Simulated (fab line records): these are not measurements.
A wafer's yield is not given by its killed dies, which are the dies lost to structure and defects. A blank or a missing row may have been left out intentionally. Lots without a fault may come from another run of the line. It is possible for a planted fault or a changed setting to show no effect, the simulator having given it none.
8D (eight disciplines) problem report, filled in by code + flow n5_finfet + the parts of the form that need people (team, actions taken, sign-off) are left out

== 1. WHAT WENT WRONG ==
Wafers without a fault read 2888.0 rpm, standard deviation 1.7; spin_speed_rpm at N5_BEOL_M12_COAT_22 reads a mean of 2972.6 rpm on 6 wafers belonging to 2 lots. That puts it +50 standard deviations away from the usual mean.
The step: resist thk 300 nm.
First observed at day 13 14:39: wafer L939.1, on litho_track-05. The record holds 33 wafers of 11 lots with a number at this step. Rule for "out", or "out of limits": more than 4 standard deviations from the usual mean. The other wafers with a number count as sound.

== 2. WHAT IT IS, WHAT IT ISN'T ==
| question                    | is                     | is not                                                                                            |
|-----------------------------|------------------------|---------------------------------------------------------------------------------------------------|
| which readings at this step | spin_speed_rpm         | resist_line_temp_C                                                                                |
| which lots                  | L939, L940             | L929, L930, L935, L943, L944, L949, L950, L951, L952                                              |
| which wafers of those lots  | all that have a number | -                                                                                                 |
| read on which tools         | litho_track-05         | litho_track-02, litho_track-03                                                                    |
| when                        | from day 13 14:39      | up to then (9 sound wafers); but 18 sound wafers of L943, L944, L949, L950, L951, L952 came after |

== 3. WHAT RULES OUT EACH SUSPECT ==
Counting: a tool stays on the suspect list if, at a process step up to the reading, it processed all lots that are out and no sound lot following the first of them.
- rie_diel-03 at N5_BEOL_M12_ETCH_59 (etches BARC in N2/H2, target depth 89 nm, overetch 26.7 nm, time 67.9 s): ruled out as a lasting fault. After its first lot that is out, L939 (day 13 14:09), sound lots L944, L950 ran on it.
- litho_track-05 at N5_BEOL_M12_COAT_22 (resist thk 300 nm): ruled out as a lasting fault. After its first lot that is out, L939 (day 13 14:39), sound lots L950, L952 ran on it.
Left after counting: nothing in the record.

== 4. THE CAUSE (what the simulator had put in) ==
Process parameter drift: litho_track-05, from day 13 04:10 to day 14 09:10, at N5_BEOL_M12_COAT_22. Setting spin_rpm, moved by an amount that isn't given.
Counting ruled it out, wrongly.

== 5. THE CHAIN OF EFFECTS, in route order ==
One row per reading whose mean, taken over the struck wafers that have a number, lies over 3 standard deviations from the usual. Only readings for which the record gives a usual standard deviation are gone through. hours: the time from each lot's start at the first step in this table that gives one to its start at this step, as a median over the lots. sigmas: the change in usual standard deviations.
| hours | step                | reading        | usual      | on struck wafers | change | sigmas |
|-------|---------------------|----------------|------------|------------------|--------|--------|
| 0     | N5_BEOL_M12_COAT_22 | spin_speed_rpm | 2888.0 rpm | 2972.6           | +84.6  | +50    |
Its process steps:
- N5_BEOL_M12_COAT_22: resist thk 300 nm.
At these later measuring or inspecting steps, every struck wafer for which the step has a row has a number for every such reading, and none has moved that far: N5_BEOL_M12_OVL_MEAS_29.

== 6. WHAT WOULD HAVE CAUGHT IT SOONER ==
First out-of-limits reading in this record: day 13 14:39, which is 10 hours after fault onset at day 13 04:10.
